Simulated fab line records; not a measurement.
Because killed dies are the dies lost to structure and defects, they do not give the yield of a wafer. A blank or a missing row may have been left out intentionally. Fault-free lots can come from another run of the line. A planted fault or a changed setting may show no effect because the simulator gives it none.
The tool behind it: which one? -- flow n5 finfet -- 10 lots with 29 wafers sampled at 3 steps, on a route of 1938 steps

== WHAT EACH GAUGE READ, for each wafer ==
N5_BEOL_M4_RC_MEAS_101. Usual: DIBL_N 37.2 mV/V, standard deviation 2.5; DIBL_P 38 mV/V, standard deviation 3; IOFF_N 0.17 nA/um, standard deviation 0.044; IOFF_P 0.24 nA/um, standard deviation 0.059; ION_N 667 uA/um, standard deviation 13; ION_P 461 uA/um, standard deviation 7.9; SS_N 71.8 mV/dec, standard deviation 0.86; SS_P 73.6 mV/dec, standard deviation 0.92; VT_N 250 mV, standard deviation 4.1; VT_P -249 mV, standard deviation 3.9.
lot,measured,on,DIBL_N (mV/V),DIBL_P (mV/V),IOFF_N (nA/um),IOFF_P (nA/um),ION_N (uA/um),ION_P (uA/um),SS_N (mV/dec),SS_P (mV/dec),VT_N (mV),VT_P (mV),flag
L193,day 9 11:11,prober-01,36.7 39.3 37.2,39 41 39,0.18 0.23 0.17,0.24 0.29 0.25,673 680 668,467 466 456,71.5 72.2 72.2,73.7 74.8 74.6,248 244 247,-250 -248 -250,
L196,day 9 20:43,prober-01,38.4 37.4 39.7,38 38 40,0.17 0.16 0.20,0.24 0.23 0.29,684 667 682,465 460 475,71.6 72.3 72.5,74.1 73.9 74.6,251 254 248,-251 -250 -246,
L199,day 10 00:31,prober-02,38.5 37.5 37.5,38 37 36,0.18 0.15 0.16,0.27 0.23 0.22,677 658 670,480 460 459,71.3 71.7 71.0,73.6 73.5 73.3,249 252 247,-244 -247 -246,
L200,day 10 06:31,prober-02,38.5 37.0 39.3,41 38 41,0.19 0.17 0.20,0.27 0.23 0.28,672 666 677,464 463 466,72.4 71.6 72.4,74.5 73.1 74.2,252 249 250,-248 -248 -246,
L201,day 10 17:22,prober-01,38.9 35.6 34.8,40 37 35,0.23 0.16 0.14,0.27 0.22 0.18,681 665 657,462 454 449,73.0 72.6 71.6,74.5 73.7 72.8,246 251 254,-250 -251 -253,
L202,day 11 02:34,prober-02,38.9 36.1 36.7,40 38 39,0.21 0.15 0.16,0.27 0.23 0.23,679 646 671,464 446 465,72.4 71.6 71.4,74.0 74.0 73.3,248 252 250,-246 -253 -249,
L203,day 11 13:14,prober-01,43.1 33.8 40.1,43 32 40,0.26 0.10 0.21,0.44 0.21 0.39,691 654 676,484 476 478,73.7 71.2 72.3,75.0 71.1 74.7,245 260 246,-238 -247 -237,
L204,day 11 13:54,prober-02,34.6 36.5 36.0,37 40 38,0.16 0.19 0.18,0.22 0.27 0.22,666 681 671,461 469 461,71.6 71.9 71.8,72.7 73.8 74.0,248 246 247,-247 -246 -251,
L205,day 12 05:06,prober-02,39.0 34.9 36.5,39 36 38,0.19 0.12 0.15,0.23 0.18 0.21,678 659 672,460 457 455,72.2 71.4 71.8,73.8 72.9 73.5,248 252 250,-249 -252 -252,
L209,day 13 02:37,prober-02,37.6 34.0,39 35,0.16 0.11,0.26 0.18,663 640,467 450,72.2 70.7,73.7 73.1,252 259,-246 -252,

N5_MIM_BOT_LITHO_CD_MEAS_08: target cd 3000 nm. Usual: cd nm reads 2999 nm (standard deviation 3.1).
lot,measured,on,cd nm (nm),flag
L193,day 13 11:29,cd sem-02,3000 3005 3004,
L196,day 14 04:12,cd sem-01,3001 3004 3000,
L199,day 14 08:31,cd sem-02,3002 2997 2998,
L200,day 14 15:35,cd sem-03,3000 2995 2998,
L201,day 14 15:46,cd sem-01,2996 2998 2994,
L202,day 15 00:33,cd sem-02,2996 2997 3002,
L203,day 15 07:37,cd sem-03,2998 3000 3002,
L204,day 15 03:40,cd sem-03,2998 3000 3003,
L205,day 15 22:40,cd sem-02,2993 2997 2994,
L209,day 17 00:49,cd sem-01,3004 3000,

== WHICH TOOL RAN EACH LOT (tool, then ch and the chambers of the sampled wafers, then the start) ==
lot,N5_MIM_BOT_SPUTTER_00
L193,"pvd sputter-01, day 13 09:01"
L196,"pvd sputter-02, day 14 01:06"
L199,"pvd sputter-01, day 14 06:24"
L200,"pvd sputter-01, day 14 09:26"
L201,"pvd sputter-02, day 14 13:42"
L202,"pvd sputter-02, day 14 22:25"
L203,"pvd sputter-02, day 15 01:56"
L204,"pvd sputter-03, day 15 01:51"
L205,"pvd sputter-03, day 15 20:37"
L209,"pvd sputter-01, day 16 22:49"
- N5_MIM_BOT_SPUTTER_00: material TiN, target thk 35 nm, time 89.7 s.

== WHAT THE TOOLS THEMSELVES READ (means of the sampled wafers that have a number; where no wafer has one, the mark that the record gives instead) ==
N5_MIM_BOT_SPUTTER_00. Usual: substrate temp c 200.01 C, standard deviation 0.17; throttle valve pct 29.8 %, standard deviation 0.91.
lot,tool,substrate temp c (C),throttle valve pct (%),flag
L193,pvd sputter-01,199.60,30.3,
L196,pvd sputter-02,200.00,30.4,
L199,pvd sputter-01,199.98,29.8,
L200,pvd sputter-01,200.12,29.6,
L201,pvd sputter-02,200.02,29.5,
L202,pvd sputter-02,200.06,29.5,
L203,pvd sputter-02,200.10,28.8,
L204,pvd sputter-03,200.04,30.3,
L205,pvd sputter-03,200.05,30.6,
L209,pvd sputter-01,200.00,29.1,

== THE ANSWER, worked out from the rows above alone ==
Rule: a lot is off if the mean of its wafers that have a number lies more than 3 standard deviations from the usual mean. A lot without any number at a reading at which 4 lots or more have one is off too. All remaining lots with rows at the step are treated as sound. Order of review: gauges by route order, followed by the tools' own readings, for which a lot's mean as printed above is used. The first step at which some lot is off is used, and at that step the reading that is off furthest; a lot without a number counts as furthest.
None of the lots is off at any reading shown; this tells nothing.

== WHAT THE SIMULATOR PUT IN ==
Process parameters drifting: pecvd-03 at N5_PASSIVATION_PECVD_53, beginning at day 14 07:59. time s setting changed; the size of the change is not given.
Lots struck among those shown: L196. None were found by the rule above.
